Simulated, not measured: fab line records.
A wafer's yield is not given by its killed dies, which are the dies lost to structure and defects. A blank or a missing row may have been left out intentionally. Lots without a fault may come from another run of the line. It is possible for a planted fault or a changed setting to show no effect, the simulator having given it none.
Split-lot study || flow n5-finfet || route with 1938 steps; 7 lots, 21 wafers read

## THE SPLIT ITSELF
At N5_FIN_SAQP_COAT_50 (time 60 s, resist thk 35 nm), the setting spin-rpm was moved away from the recipe's 1500 rpm on 8 of the 21 wafers read, by -3.4% to +9.3%. All remaining wafers had this setting at the recipe value.

## FROM THE SPLIT TO THE READING: what the file shows between them, 6 steps
- N5_FIN_SAQP_COAT_10: resist thk 90 nm
- N5_FIN_SAQP_EBR_12
- N5_FIN_SAQP_DESCUM_21: chemistry O2, time 7.9 s
- N5_FIN_SAQP_ETCH_51: etches SiARC in CF4, target depth 45.5 nm, time 75.8 s
- N5_FIN_SAQP_ETCH_52: etches SOC in N2/H2, target depth 100 nm, overetch 20 nm, time 150 s
- N5_FIN_SAQP_STRIP_53: strips in N2/H2

## THE READING
SiARC_of_FIN_SAQP_COAT_50.thk-nm (the simulator's own value, which no gauge read), in nm, at N5_FIN_SAQP_HM_OPEN_73 (chemistry CHF3/O2, target SiO2, stops on a-Si, target depth 12 nm, time 16.8 s). The file does not state a usual value for it. Here, 13 wafers ran the recipe; their average is 4.739 nm with a standard deviation of 0.42 nm.

{"wafer": "L077.2", "tool, chamber at the split": "litho-track-05, 0", "spin-rpm as run, rpm": 1500, "against the recipe": "recipe", "SiARC_of_FIN_SAQP_COAT_50.thk-nm, nm": 4.706, "against lot-mates on the recipe": "-"}
{"wafer": "L077.4", "tool, chamber at the split": "litho-track-05, 0", "spin-rpm as run, rpm": 1500, "against the recipe": "recipe", "SiARC_of_FIN_SAQP_COAT_50.thk-nm, nm": 4.784, "against lot-mates on the recipe": "-"}
{"wafer": "L077.6", "tool, chamber at the split": "litho-track-05, 0", "spin-rpm as run, rpm": 1500, "against the recipe": "recipe", "SiARC_of_FIN_SAQP_COAT_50.thk-nm, nm": 4.923, "against lot-mates on the recipe": "-"}
{"wafer": "L081.1", "tool, chamber at the split": "litho-track-05, 0", "spin-rpm as run, rpm": 1584, "against the recipe": "+5.6%", "SiARC_of_FIN_SAQP_COAT_50.thk-nm, nm": 3.827, "against lot-mates on the recipe": -1.659}
{"wafer": "L081.2", "tool, chamber at the split": "litho-track-05, 0", "spin-rpm as run, rpm": 1584, "against the recipe": "+5.6%", "SiARC_of_FIN_SAQP_COAT_50.thk-nm, nm": 3.834, "against lot-mates on the recipe": -1.652}
{"wafer": "L081.3", "tool, chamber at the split": "litho-track-05, 0", "spin-rpm as run, rpm": 1500, "against the recipe": "recipe", "SiARC_of_FIN_SAQP_COAT_50.thk-nm, nm": 5.486, "against lot-mates on the recipe": "-"}
{"wafer": "L087.1", "tool, chamber at the split": "litho-track-02, 0", "spin-rpm as run, rpm": 1449, "against the recipe": "-3.4%", "SiARC_of_FIN_SAQP_COAT_50.thk-nm, nm": 5.606, "against lot-mates on the recipe": "+1.182"}
{"wafer": "L087.3", "tool, chamber at the split": "litho-track-02, 0", "spin-rpm as run, rpm": 1500, "against the recipe": "recipe", "SiARC_of_FIN_SAQP_COAT_50.thk-nm, nm": 4.248, "against lot-mates on the recipe": "-"}
{"wafer": "L087.6", "tool, chamber at the split": "litho-track-02, 0", "spin-rpm as run, rpm": 1500, "against the recipe": "recipe", "SiARC_of_FIN_SAQP_COAT_50.thk-nm, nm": 4.599, "against lot-mates on the recipe": "-"}
{"wafer": "L088.3", "tool, chamber at the split": "litho-track-03, 0", "spin-rpm as run, rpm": 1639, "against the recipe": "+9.3%", "SiARC_of_FIN_SAQP_COAT_50.thk-nm, nm": 3.217, "against lot-mates on the recipe": -1.630}
{"wafer": "L088.4", "tool, chamber at the split": "litho-track-03, 0", "spin-rpm as run, rpm": 1639, "against the recipe": "+9.3%", "SiARC_of_FIN_SAQP_COAT_50.thk-nm, nm": 3.218, "against lot-mates on the recipe": -1.629}
{"wafer": "L088.5", "tool, chamber at the split": "litho-track-03, 0", "spin-rpm as run, rpm": 1500, "against the recipe": "recipe", "SiARC_of_FIN_SAQP_COAT_50.thk-nm, nm": 4.847, "against lot-mates on the recipe": "-"}
{"wafer": "L089.2", "tool, chamber at the split": "litho-track-02, 0", "spin-rpm as run, rpm": 1500, "against the recipe": "recipe", "SiARC_of_FIN_SAQP_COAT_50.thk-nm, nm": 5.174, "against lot-mates on the recipe": "-"}
{"wafer": "L089.3", "tool, chamber at the split": "litho-track-02, 0", "spin-rpm as run, rpm": 1586, "against the recipe": "+5.7%", "SiARC_of_FIN_SAQP_COAT_50.thk-nm, nm": 3.355, "against lot-mates on the recipe": -1.450}
{"wafer": "L089.4", "tool, chamber at the split": "litho-track-02, 0", "spin-rpm as run, rpm": 1500, "against the recipe": "recipe", "SiARC_of_FIN_SAQP_COAT_50.thk-nm, nm": 4.436, "against lot-mates on the recipe": "-"}
{"wafer": "L094.2", "tool, chamber at the split": "litho-track-03, 0", "spin-rpm as run, rpm": 1500, "against the recipe": "recipe", "SiARC_of_FIN_SAQP_COAT_50.thk-nm, nm": 5.021, "against lot-mates on the recipe": "-"}
{"wafer": "L094.5", "tool, chamber at the split": "litho-track-03, 0", "spin-rpm as run, rpm": 1500, "against the recipe": "recipe", "SiARC_of_FIN_SAQP_COAT_50.thk-nm, nm": 5.217, "against lot-mates on the recipe": "-"}
{"wafer": "L094.6", "tool, chamber at the split": "litho-track-03, 0", "spin-rpm as run, rpm": 1500, "against the recipe": "recipe", "SiARC_of_FIN_SAQP_COAT_50.thk-nm, nm": 4.05, "against lot-mates on the recipe": "-"}
{"wafer": "L097.1", "tool, chamber at the split": "litho-track-03, 0", "spin-rpm as run, rpm": 1454, "against the recipe": "-3.1%", "SiARC_of_FIN_SAQP_COAT_50.thk-nm, nm": 6.277, "against lot-mates on the recipe": "+2.160"}
{"wafer": "L097.2", "tool, chamber at the split": "litho-track-03, 0", "spin-rpm as run, rpm": 1454, "against the recipe": "-3.1%", "SiARC_of_FIN_SAQP_COAT_50.thk-nm, nm": 5.889, "against lot-mates on the recipe": "+1.772"}
{"wafer": "L097.3", "tool, chamber at the split": "litho-track-03, 0", "spin-rpm as run, rpm": 1500, "against the recipe": "recipe", "SiARC_of_FIN_SAQP_COAT_50.thk-nm, nm": 4.117, "against lot-mates on the recipe": "-"}

FIT RESULTS
A straight line over all 21 wafers: SiARC_of_FIN_SAQP_COAT_50.thk-nm changes by -0.204 nm for each +1% of spin-rpm; r = -0.87; the points scatter about the line by 0.43 nm.
The same after taking each lot's own level away (the mean of its wafers on the recipe; 21 wafers): -0.262 nm for each +1%; r = -0.89; scatter 0.49 nm.
According to that fit, moving spin-rpm by its largest amount changes the reading by 2.4 nm.
Measured against the standard deviation above, the lots' own levels, which go from 4.1170 to 5.4860 nm, span 3.2 times it.
In other words, the slope is changed by the lot-to-lot level; the two fits disagree.
Check: with one of the wafers moved furthest among these (+9.3%) left out of the fit, the line predicts -2.49 nm for it against its lot-mates. It came out at -1.63 nm against them.

## OTHER SPLITS ON THESE WAFERS
Note: prior to the reading, these wafers also went through further splits. Each is held against what the fit with the lots' levels taken away leaves over:
{"other split on the same wafers": "N5_WELL_APT_COAT_02 spin-rpm", "wafers away from the commonest value": 4, "r with SiARC_of_FIN_SAQP_COAT_50.thk-nm (lot level and that fit taken away)": "+0.13"}
{"other split on the same wafers": "N5_WELL_APT_PEB_06 peb-time-s", "wafers away from the commonest value": 7, "r with SiARC_of_FIN_SAQP_COAT_50.thk-nm (lot level and that fit taken away)": -0.63}
{"other split on the same wafers": "N5_PMOS_HMC_CHANNEL_EPI_ETCH_32 bias-w", "wafers away from the commonest value": 4, "r with SiARC_of_FIN_SAQP_COAT_50.thk-nm (lot level and that fit taken away)": "+0.35"}
{"other split on the same wafers": "N5_FIN_SAQP_PECVD_06 time-s", "wafers away from the commonest value": 6, "r with SiARC_of_FIN_SAQP_COAT_50.thk-nm (lot level and that fit taken away)": "+0.12"}

## THE WHOLE CHAIN: every reading that the file lists as answering this split, in the file's order
{"step": "N5_FIN_SAQP_COAT_50", "what it does": "time 60 s, resist thk 35 nm", "reading": "SiARC_of_FIN_SAQP_COAT_50.thk-nm (the simulator's own value, which no gauge read)", "change (the file's fit)": "-0.164 nm for each +1% of the setting", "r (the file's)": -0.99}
{"step": "N5_FIN_SAQP_ETCH_51", "what it does": "etches SiARC in CF4, target depth 45.5 nm, time 75.8 s", "reading": "etch-rf-on-time-s", "change (the file's fit)": "withheld for each +1% of the setting", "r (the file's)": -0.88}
{"step": "N5_FIN_SAQP_ETCH_51", "what it does": "etches SiARC in CF4, target depth 45.5 nm, time 75.8 s", "reading": "etch.depth-nm (the simulator's own value, which no gauge read)", "change (the file's fit)": "-0.164 nm for each +1% of the setting", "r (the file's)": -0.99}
{"step": "N5_FIN_SAQP_ETCH_51", "what it does": "etches SiARC in CF4, target depth 45.5 nm, time 75.8 s", "reading": "CAR-ArF_of_FIN_SAQP_COAT_10.thk-nm (the simulator's own value, which no gauge read)", "change (the file's fit)": "+0.143 nm for each +1% of the setting", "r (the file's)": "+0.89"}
{"step": "N5_FIN_SAQP_ETCH_52", "what it does": "etches SOC in N2/H2, target depth 100 nm, overetch 20 nm, time 150 s", "reading": "SiARC_of_FIN_SAQP_COAT_50.thk-nm (the simulator's own value, which no gauge read)", "change (the file's fit)": "-0.198 nm for each +1% of the setting", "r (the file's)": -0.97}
{"step": "N5_FIN_SAQP_HM_OPEN_73", "what it does": "chemistry CHF3/O2, target SiO2, stops on a-Si, target depth 12 nm, time 16.8 s", "reading": "SiARC_of_FIN_SAQP_COAT_50.thk-nm (the simulator's own value, which no gauge read)", "change (the file's fit)": "-0.25 nm for each +1% of the setting", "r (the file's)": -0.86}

## FILE'S OWN FIT
SiARC_of_FIN_SAQP_COAT_50.thk-nm changes by -0.25 nm for each +1% of spin-rpm, r = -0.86.
